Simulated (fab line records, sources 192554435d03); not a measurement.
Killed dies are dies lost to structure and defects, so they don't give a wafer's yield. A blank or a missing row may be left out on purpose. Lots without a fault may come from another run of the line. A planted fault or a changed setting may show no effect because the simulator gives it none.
Chamber matching | flow n5_finfet | N5_BEOL_M4_ILD_DEP_00 on pecvd-02: 3 sister chambers
The step deposits SiOC from DEMS/O2, target thk 79 nm, time 15.3 s. 3 wafers are shown with their chamber, then 7 later ones without.

WAFERS WITH THEIR CHAMBER
wafer  | chamber | heater_power_w (W)
L084.5 | 2       | 526
L086.1 | 0       | 358
L086.3 | 1       | 641

WAFERS WITHOUT THEIR CHAMBER
wafer  | heater_power_w (W)
L086.5 | 364
L089.4 | 558
L089.5 | 445
L089.6 | 486
L093.2 | 658
L093.5 | 407
L093.6 | 470

WHICH CHAMBER EACH WENT THROUGH
wafer  | from the rows above     | in truth
L086.5 | 0                       | 0
L089.4 | can't be placed: 2 or 1 | 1
L089.5 | can't be placed: 2 or 0 | 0
L089.6 | can't be placed: 2 or 0 | 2
L093.2 | 1                       | 1
L093.5 | can't be placed: 0 or 2 | 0
L093.6 | can't be placed: 2 or 0 | 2
Placed correctly: 2 of 7. Can't be placed from these rows: 5 (the true chamber is among the candidates in 5). Placed wrongly: 0.
How it was worked out, from the rows above alone: a wafer's distance from a chamber is the root of the sum, over the readings, of the square of ((its reading less the chamber's mean) divided by the reading's scatter). The wafer belongs to the nearest chamber; if the next one is less than 2 further off, it can't be placed. A chamber's mean is the mean of its shown wafers. The scatter: with one shown wafer a chamber, the root of the mean of the squares of how far each hidden wafer lies from its nearest shown one.
